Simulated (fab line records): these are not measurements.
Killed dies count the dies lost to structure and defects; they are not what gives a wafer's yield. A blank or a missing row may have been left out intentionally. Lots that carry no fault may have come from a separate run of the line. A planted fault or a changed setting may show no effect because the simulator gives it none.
The tool behind it: which one? + flow nand harc + 12 lots, 36 wafers sampled, at 5 steps of a route of 1302

WHAT THE GAUGES READ, wafer by wafer
NHARC_P_CONTACT_INSPECT_27.
| lot  | measured     | on                | raw defect count |
|------|--------------|-------------------|------------------|
| L533 | day 6 15:16  | defect inspect-02 | 379 614 283      |
| L534 | day 6 17:58  | defect inspect-02 | 282 250 218      |
| L538 | day 8 12:16  | defect inspect-02 | 254 261 339      |
| L541 | day 9 18:49  | defect inspect-02 | 793 321 344      |
| L547 | day 12 04:43 | defect inspect-01 | 780 349 263      |
| L548 | day 12 18:07 | defect inspect-01 | 244 151 224      |
| L549 | day 12 23:04 | defect inspect-01 | 146 266 276      |
| L550 | day 13 11:22 | defect inspect-01 | 136 148 176      |
| L551 | day 13 22:25 | defect inspect-01 | 291 266 460      |
| L552 | day 14 04:56 | defect inspect-01 | 236 308 315      |
| L553 | day 14 17:56 | defect inspect-01 | 396 373 381      |
| L555 | day 15 10:55 | defect inspect-02 | 181 283 325      |

NHARC_P_M0_OVL_MEAS_10: pitch 180 nm.
| lot  | measured     | on         | overlay x nm (nm) | overlay y nm (nm) |
|------|--------------|------------|-------------------|-------------------|
| L533 | day 6 16:15  | overlay-01 | 0.1 0.2 0.1       | 0.5 -0.3 0.3      |
| L534 | day 6 18:58  | overlay-02 | -0.4 -0.1 0.2     | 1.7 1.9 2.5       |
| L538 | day 8 13:14  | overlay-01 | 0.2 0.1 0.6       | -0.1 -0.1 -0.1    |
| L541 | day 9 19:48  | overlay-01 | -0.7 -0.9 0.0     | 0.1 0.6 0.5       |
| L547 | day 12 05:35 | overlay-01 | -1.5 -1.8 -1.1    | -0.5 -0.2 -0.2    |
| L548 | day 12 19:07 | overlay-01 | -0.6 -0.7 -0.5    | -0.4 -0.1 0.0     |
| L549 | day 12 23:55 | overlay-01 | -1.7 -0.8 -0.4    | -1.3 -1.3 -0.9    |
| L550 | day 13 12:22 | overlay-01 | -0.6 -0.5 0.4     | -0.3 -0.6 -0.4    |
| L551 | day 13 23:25 | overlay-02 | -1.2 -1.7 -1.5    | 0.5 0.2 0.9       |
| L552 | day 14 06:20 | overlay-02 | -0.7 -1.3 -0.8    | 0.1 0.3 1.0       |
| L553 | day 14 18:55 | overlay-01 | -0.1 -0.3 -0.4    | 0.5 -0.4 -0.8     |
| L555 | day 15 11:55 | overlay-01 | 0.7 0.4 1.1       | -0.5 -1.2 -1.0    |

NHARC_END_SORT_01.
| lot  | measured     | on        | defect limited yield (%) | killed at array | killed at other | killed at periphery | killed dies | killed open | killed short |
|------|--------------|-----------|--------------------------|-----------------|-----------------|---------------------|-------------|-------------|--------------|
| L541 | day 28 06:38 | prober-01 | 0 96.0 94.5              | 33 25 32        | 0 0 3           | 644 2 2             | 677 27 37   | 4 3 4       | 3 1 1        |
| L547 | day 31 05:36 | prober-02 | 87.4 88.6 89.1           | 74 72 72        | 2 2 0           | 9 3 2               | 85 77 74    | 4 7 4       | 3 2 6        |
| L548 | day 30 20:13 | prober-02 | 86.9 85.7 87.9           | 85 89 78        | 0 1 0           | 4 7 4               | 89 97 82    | 1 2 3       | 3 3 4        |

WHICH TOOL RAN EACH LOT (tool, then ch and the chambers of the sampled wafers, then the start)
| lot  | NHARC_P_M0_ETCH_34                 | NHARC_P_M0_ETCH_15                 |
|------|------------------------------------|------------------------------------|
| L533 | rie diel-04 ch 0,2, day 6 16:26    | rie diel-04 ch 0,1,3, day 6 16:32  |
| L534 | rie diel-08 ch 0,2, day 6 19:12    | rie diel-08 ch 1,2, day 6 19:18    |
| L538 | rie diel-10 ch 0,1,3, day 8 13:26  | rie diel-10 ch 0,2,3, day 8 13:32  |
| L541 | rie diel-10 ch 2,3, day 9 19:59    | rie diel-10 ch 0,2, day 9 20:05    |
| L547 | rie diel-04 ch 0,2, day 12 05:46   | rie diel-04 ch 1,2,3, day 12 05:53 |
| L548 | rie diel-04 ch 0,1,3, day 12 19:18 | rie diel-04 ch 0,3, day 12 19:23   |
| L549 | rie diel-04 ch 0,2,3, day 13 00:07 | rie diel-04 ch 0,1,2, day 13 00:13 |
| L550 | rie diel-08 ch 0,3, day 13 12:33   | rie diel-08 ch 1,2, day 13 12:40   |
| L551 | rie diel-10 ch 2,3, day 13 23:35   | rie diel-10 ch 0,1, day 13 23:44   |
| L552 | rie diel-04 ch 0,1,3, day 14 06:32 | rie diel-04 ch 0,2,3, day 14 06:37 |
| L553 | rie diel-04 ch 0,1,2, day 14 19:07 | rie diel-04 ch 0,2,3, day 14 19:12 |
| L555 | rie diel-08 ch 1,2, day 15 12:05   | rie diel-08 ch 2,3, day 15 12:11   |
- NHARC_P_M0_ETCH_34: etches the open film in N2/H2, target depth 40 nm, overetch 12 nm, time 43.94 s.
- NHARC_P_M0_ETCH_15: etches the open film in C4F8/Ar, target depth 150 nm, overetch 15 nm, time 82.5 s.

WHAT THE TOOLS THEMSELVES READ (means of the sampled wafers that have a number; where no wafer has one, the mark that the record gives instead)
NHARC_P_M0_ETCH_34.
| lot  | tool        | drypump motor current A (A) | h2 flow sccm (sccm) | oes product au (a.u.) | rf vpp V (V) | showerhead plenum p Torr (Torr) | throttle valve pct (%) |
|------|-------------|-----------------------------|---------------------|-----------------------|--------------|---------------------------------|------------------------|
| L533 | rie diel-04 | 6.1                         | 149.7               | 1.025                 | 432.2        | 2.10                            | 14.174                 |
| L534 | rie diel-08 | 6.2                         | 149.4               | 1.015                 | 429.3        | 1.97                            | 14.173                 |
| L538 | rie diel-10 | 5.4                         | 149.9               | 0.980                 | 430.6        | 2.06                            | 14.178                 |
| L541 | rie diel-10 | 5.3                         | 149.8               | 0.987                 | 428.1        | 1.95                            | 14.166                 |
| L547 | rie diel-04 | 6.1                         | 149.8               | 1.002                 | 431.9        | 2.10                            | 14.167                 |
| L548 | rie diel-04 | 5.5                         | 150.2               | 1.006                 | 428.7        | 2.04                            | 14.174                 |
| L549 | rie diel-04 | 5.8                         | 150.0               | 0.997                 | 429.9        | 2.01                            | 14.172                 |
| L550 | rie diel-08 | 5.4                         | 149.5               | 1.010                 | 429.8        | 2.03                            | 14.174                 |
| L551 | rie diel-10 | 5.6                         | 149.5               | 0.999                 | 433.2        | 2.12                            | 14.161                 |
| L552 | rie diel-04 | 5.5                         | 149.6               | 1.008                 | 430.1        | 2.04                            | 14.170                 |
| L553 | rie diel-04 | 5.9                         | 150.3               | 1.006                 | 431.0        | 2.06                            | 14.175                 |
| L555 | rie diel-08 | 5.8                         | 150.5               | 1.009                 | 430.9        | 2.06                            | 14.172                 |

NHARC_P_M0_ETCH_15.
| lot  | tool        | oes product au (a.u.) | rf vpp V (V) |
|------|-------------|-----------------------|--------------|
| L533 | rie diel-04 | 0.955                 | 442          |
| L534 | rie diel-08 | 0.918                 | 443          |
| L538 | rie diel-10 | 0.944                 | 438          |
| L541 | rie diel-10 | 0.935                 | 436          |
| L547 | rie diel-04 | 0.969                 | 440          |
| L548 | rie diel-04 | 0.969                 | 439          |
| L549 | rie diel-04 | 0.964                 | 441          |
| L550 | rie diel-08 | 0.933                 | 442          |
| L551 | rie diel-10 | 0.953                 | 446          |
| L552 | rie diel-04 | 0.968                 | 440          |
| L553 | rie diel-04 | 0.973                 | 441          |
| L555 | rie diel-08 | 0.930                 | 442          |

THE ANSWER, worked out from the rows above alone
Rule: usual is defined by the lots themselves. Put in order of their means at a reading, lots are off if they are a third of the lots or fewer, leave a main group of 4 or more, and stand apart from it by a gap of 3 or more times the standard deviation of the main group's means; of several such gaps the widest counts. If all means in a main group match to the digits the tables above print for the reading, that group is not used. A lot without any number at a reading at which 4 lots or more have one is off too. Any other lot the step has rows for is counted as sound. Order of review: gauges by route order, followed by the tools' own readings, for which a lot's mean as printed above is used. The first step at which some lot is off is used, and at that step the reading that is off furthest; a lot without a number counts as furthest.
Nothing can be told from this: no lot is off at any reading shown.

WHAT HAD BEEN PUT IN BY THE SIMULATOR
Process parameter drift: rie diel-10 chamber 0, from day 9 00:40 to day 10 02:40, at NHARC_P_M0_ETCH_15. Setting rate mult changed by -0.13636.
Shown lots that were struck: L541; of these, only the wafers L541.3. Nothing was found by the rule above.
